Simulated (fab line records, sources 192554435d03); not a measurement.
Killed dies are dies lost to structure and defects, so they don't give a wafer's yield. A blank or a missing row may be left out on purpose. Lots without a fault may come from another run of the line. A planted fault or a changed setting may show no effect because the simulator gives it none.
fab line records | flow n5_finfet | part 2 of 2: steps 24 to 34 of 34
record lots=5 wafers=15 last_day=18
route steps=1938 shown ZERO_LAYER@13 WELL_APT@20
lots that met no fault: from a run of the same line without faults
start_h: hours from the record's first day to the start of the lot's first wafer shown | wait_h: hours since the lot's step before | " the same as in the row above | L1.1+2: a row that stands for several wafers | - no value, or no start given | * or withheld: withheld | < > ~ a bound
route shown NAME@n: a module of which the file shows steps, and the number in the route of the first | usual: mean/standard deviation of fault-free wafers | same: alike in all rows | chamber/n: place in a boat | sites: the reading at each site | _std_site: their standard deviation | _edge_site: outer sites' mean less inner sites' | radius_mm: how far each site lies from the wafer's centre | mask NAME#n: copy n | behind: the tool/chamber that last shaped the wafer | hold: why the lot was held/for how many hours/how that ended | device: the transistor (n, p or np) that didn't switch | end of line: the same wafers' tests at the end of the route | a step without rows: its recipe alone | killed: dies lost to structure and defects at the first sort, not the wafer's yield | map: a wafer's dies, x killed, . not, _ none there
set.NAME: the setting as run; set.NAME@STEP: as run at that earlier step | model.NAME: the simulator's own value behind a step, which no gauge read
lots at some steps of the route; a table a step, a row a wafer
services: from which hour (start_h, from the record's first day; less than 0 if before it) a tool's chamber was out of use, for how many hours, and why
## steps
# step N5_WELL_APT_COAT_19
# recipe spin_rpm=1357 resist_thk_nm=950
# usual spin_speed_rpm=1357.2/0.81
# columns lot.wafer tool chamber start_h wait_h spin_speed_rpm
L079.2 litho_track-01 0 - - 1356.8
L079.3 " 0 " " 1357.0
L079.5 " 0 " " 1357.2
L081.1 litho_track-02 0 - - 1358.0
L081.2 " 0 " " 1358.5
L081.4 " 0 " " 1356.9
L084.2 litho_track-03 0 - - 1356.2
L084.3 " 0 " " 1355.4
L084.5 " 0 " " 1355.9
L093.2 litho_track-01 0 - - 1357.8
L093.5 " 0 " " 1358.7
L093.6 " 0 " " 1357.3
L097.1 litho_track-03 0 - - 1358.4
L097.4 " 0 " " 1357.1
L097.6 " 0 " " 1358.4
# step N5_WELL_APT_EBR_21
# recipe solvent=PGMEA ebr_width_mm=1.5
# columns lot.wafer tool chamber start_h wait_h
L079.2+3+5 litho_track-01 0 - -
L081.1+2+4 litho_track-02 0 - -
L084.2+3+5 litho_track-03 0 - -
L093.2+5+6 litho_track-01 0 - -
L097.1+4+6 litho_track-03 0 - -
# step N5_WELL_APT_SOFTBAKE_20
# recipe temp_c=130 time_s=60
# usual heater_power_total_W=218.8/1.6
# same time_s=60
# columns lot.wafer tool chamber start_h wait_h heater_power_total_W
L079.2 litho_track-01 0 - - 219.5
L079.3 " 0 " " 216.5
L079.5 " 0 " " 218.8
L081.1 litho_track-02 0 - - 219.1
L081.2 " 0 " " 220.7
L081.4 " 0 " " 221.2
L084.2 litho_track-03 0 - - 221.1
L084.3 " 0 " " 219.0
L084.5 " 0 " " 220.8
L093.2 litho_track-01 0 - - 217.5
L093.5 " 0 " " 220.4
L093.6 " 0 " " 216.9
L097.1 litho_track-03 0 - - 217.2
L097.4 " 0 " " 218.6
L097.6 " 0 " " 221.1
# step N5_WELL_APT_EXPOSE_22
# recipe mask_id=PWELL na=0.8 source_shape=conventional sigma_outer=0.8 polarization=unpolarized defocus_nm=0 target_cd_nm=200 dose_mj=23.2
# columns lot.wafer tool chamber start_h wait_h mask
L079.2+3+5 krf_scanner-01 0 44.85 - PWELL#0
L081.1+2+4 krf_scanner-01 0 57.33 - PWELL#0
L084.2+3+5 krf_scanner-02 0 74.78 - PWELL#0
L093.2+5+6 krf_scanner-02 0 129.00 - PWELL#0
L097.1+4+6 krf_scanner-02 0 152.99 - PWELL#0
# step N5_WELL_APT_PEB_23
# recipe peb_temp_c=130 peb_time_s=90
# usual heater_power_total_W=172.5/0.81
# columns lot.wafer tool chamber start_h wait_h heater_power_total_W
L079.2 litho_track-01 0 44.90 0.0 171.8
L079.3 " 0 " " 172.9
L079.5 " 0 " " 171.1
L081.1 litho_track-02 0 57.39 0.1 172.4
L081.2 " 0 " " 173.9
L081.4 " 0 " " 172.9
L084.2 litho_track-01 0 74.83 0.0 172.6
L084.3 " 0 " " 172.1
L084.5 " 0 " " 172.7
L093.2 litho_track-03 0 129.05 0.0 173.6
L093.5 " 0 " " 172.7
L093.6 " 0 " " 171.9
L097.1 litho_track-02 0 153.04 0.1 172.8
L097.4 " 0 " " 171.4
L097.6 " 0 " " 171.2
# step N5_WELL_APT_DEVELOP_24
# recipe develop_time_s=45 rinse_liquid=surfactant_rinse dry=air_spin dev_temp_c=21
# columns lot.wafer tool chamber start_h wait_h
L079.2+3+5 litho_track-01 0 - -
L081.1+2+4 litho_track-02 0 - -
L084.2+3+5 litho_track-01 0 - -
L093.2+5+6 litho_track-03 0 - -
L097.1+4+6 litho_track-02 0 - -
# step N5_WELL_APT_HARDBAKE_29
# recipe temp_c=130 time_s=120
# usual heater_power_total_W=148.1/0.87
# same time_s=120
# columns lot.wafer tool chamber start_h wait_h heater_power_total_W
L079.2 litho_track-01 0 - - 149.1
L079.3 " 0 " " 148.5
L079.5 " 0 " " 147.7
L081.1 litho_track-02 0 - - 147.0
L081.2 " 0 " " 148.0
L081.4 " 0 " " 148.9
L084.2 litho_track-01 0 - - 147.7
L084.3 " 0 " " 148.9
L084.5 " 0 " " 148.6
L093.2 litho_track-03 0 - - 149.2
L093.5 " 0 " " 147.5
L093.6 " 0 " " 149.4
L097.1 litho_track-02 0 - - 149.2
L097.4 " 0 " " 148.6
L097.6 " 0 " " 148.2
# step N5_WELL_APT_CD_MEAS_25
# recipe target_cd_nm=200 landing_energy_ev=500 detector=se_inlens
# usual cd_nm=198.3/2.3
# same landing_energy_ev=500
# columns lot.wafer tool chamber start_h wait_h cd_nm
L079.2 cd_sem-01 0 45.01 - 197.5
L079.3 " 0 " " 197.1
L079.5 " 0 " " 197.9
L081.1 cd_sem-03 0 57.51 - 200.1
L081.2 " 0 " " 199.0
L081.4 " 0 " " 199.3
L084.2 cd_sem-02 0 74.94 - 194.7
L084.3 " 0 " " 195.2
L084.5 " 0 " " 200.7
L093.2 cd_sem-02 0 129.16 - 197.4
L093.5 " 0 " " 200.4
L093.6 " 0 " " 202.4
L097.1 cd_sem-03 0 153.16 - 200.9
L097.4 " 0 " " 198.5
L097.6 " 0 " " 197.7
# step N5_WELL_APT_OVL_MEAS_26
# recipe points_per_wafer=44
# usual PWELL_OVL=-5/5.5
# same points_per_wafer=44
# columns lot.wafer tool chamber start_h wait_h PWELL_OVL[nm]
L079.2 overlay-01 0 45.04 0.0 8
L079.3 " 0 " " 1
L079.5 " 0 " " 5
L081.1 overlay-02 0 57.54 0.0 0
L081.2 " 0 " " 1
L081.4 " 0 " " -9
L084.2 overlay-02 0 74.97 0.0 -12
L084.3 " 0 " " -15
L084.5 " 0 " " -14
L093.2 overlay-02 0 129.19 0.0 2
L093.5 " 0 " " 3
L093.6 " 0 " " 2
L097.1 overlay-02 0 153.19 0.0 -9
L097.4 " 0 " " -7
L097.6 " 0 " " -10
# step N5_WELL_APT_INSPECT_27
# recipe mode=adi inspect_instrument=macro
# usual raw_defect_count=2.1/1.5
# columns lot.wafer tool chamber start_h wait_h raw_defect_count
L079.2 defect_inspect-01 - 45.07 0.0 2
L079.3 " - " " 6
L079.5 " - " " 1
L081.1 defect_inspect-01 - 57.56 0.0 0
L081.2 " - " " 0
L081.4 " - " " 3
L084.2 defect_inspect-02 - 75.00 0.0 1
L084.3 " - " " 2
L084.5 " - " " 0
L093.2 defect_inspect-02 - 129.22 0.0 2
L093.5 " - " " 4
L093.6 " - " " 1
L097.1 defect_inspect-01 - 153.21 0.0 0
L097.4 " - " " 2
L097.6 " - " " 2
# step N5_WELL_APT_DESCUM_30
# recipe chemistry=O2 time_s=7.9 source_power_w=50 bias_power_w=20 pressure_mtorr=20 rf_frequency_hz=2.712e+07 temp_c=40 o2_flow_sccm=225
# usual drypump_motor_current_A=5.8/0.4 oes_product_au=0.76/0.058 rf_vpp_V=243.1/1.3 showerhead_plenum_p_Torr=2.10/0.069 throttle_valve_pct=20.57/0.27
# same time_s=7.9
# columns lot.wafer tool chamber start_h wait_h drypump_motor_current_A oes_product_au rf_hours_counter_h rf_vpp_V showerhead_plenum_p_Torr throttle_valve_pct
L079.2 rie_diel-02 0 45.10 0.0 5.3 0.78 146 242.7 2.10 20.75
L079.3 " 3 " " 5.9 0.67 244 242.3 2.07 20.92
L079.5 " 1 " " 5.9 0.78 - 242.3 2.02 20.28
L081.1 rie_diel-02 0 57.59 0.0 5.3 0.77 149 243.5 2.10 20.75
L081.2 " 1 " " 5.9 0.78 97 241.9 2.02 20.26
L081.4 " 3 " " 5.9 0.66 247 241.5 2.07 20.92
L084.2 rie_diel-02 0 75.04 0.0 5.3 0.78 155 242.1 2.10 20.79
L084.3 " 1 " " 5.8 0.78 102 242.8 2.01 20.30
L084.5 " 1 " " 5.9 0.79 - 241.2 2.01 20.29
L093.2 rie_diel-01 1 129.25 0.0 6.5 0.69 239 244.2 2.17 20.30
L093.5 " 2 " " 5.7 0.77 - 244.2 2.21 21.06
L093.6 " 1 " " 6.5 0.69 - 244.8 2.17 20.30
L097.1 rie_diel-01 2 153.57 0.4 5.7 0.76 166 243.9 2.21 21.06
L097.4 " 3 " " 5.8 0.77 163 244.4 2.08 20.43
L097.6 " 3 " " 5.7 0.76 - 244.7 2.08 20.42
## services
# columns tool chamber start_h hours kind
krf_scanner-02 - 20.78 1.3 pm
implanter-02 - 21.34 3.3 repair
plasma_asher-02 - 36.20 14.6 pm
rie_si-06 0 37.78 3.2 repair
krf_scanner-01 - 47.75 0.8 pm
rie_si-01 1 48.21 6.2 repair
wet_bench-06 - 59.52 1.9 pm
rie_diel-02 - 65.60 2.8 pm
rie_diel-01 3 70.89 5.6 repair
implanter-02 - 71.26 5.4 pm
wet_bench-03 - 72.24 1.0 repair
krf_scanner-01 - 74.45 0.3 repair
rie_si-05 0 81.21 1.4 repair
rie_diel-06 - 86.87 0.4 repair
krf_scanner-02 - 87.32 0.8 pm
krf_scanner-01 - 91.85 1.0 pm
krf_scanner-01 - 108.24 1.3 pm
krf_scanner-01 - 120.50 5.9 repair
rie_diel-05 3 132.65 7.5 repair
rie_diel-06 3 133.56 10.2 repair
rie_diel-01 1 135.00 12.9 repair
rie_diel-03 1 146.18 2.5 repair
krf_scanner-02 - 146.88 0.5 repair
krf_scanner-02 - 147.43 1.0 pm
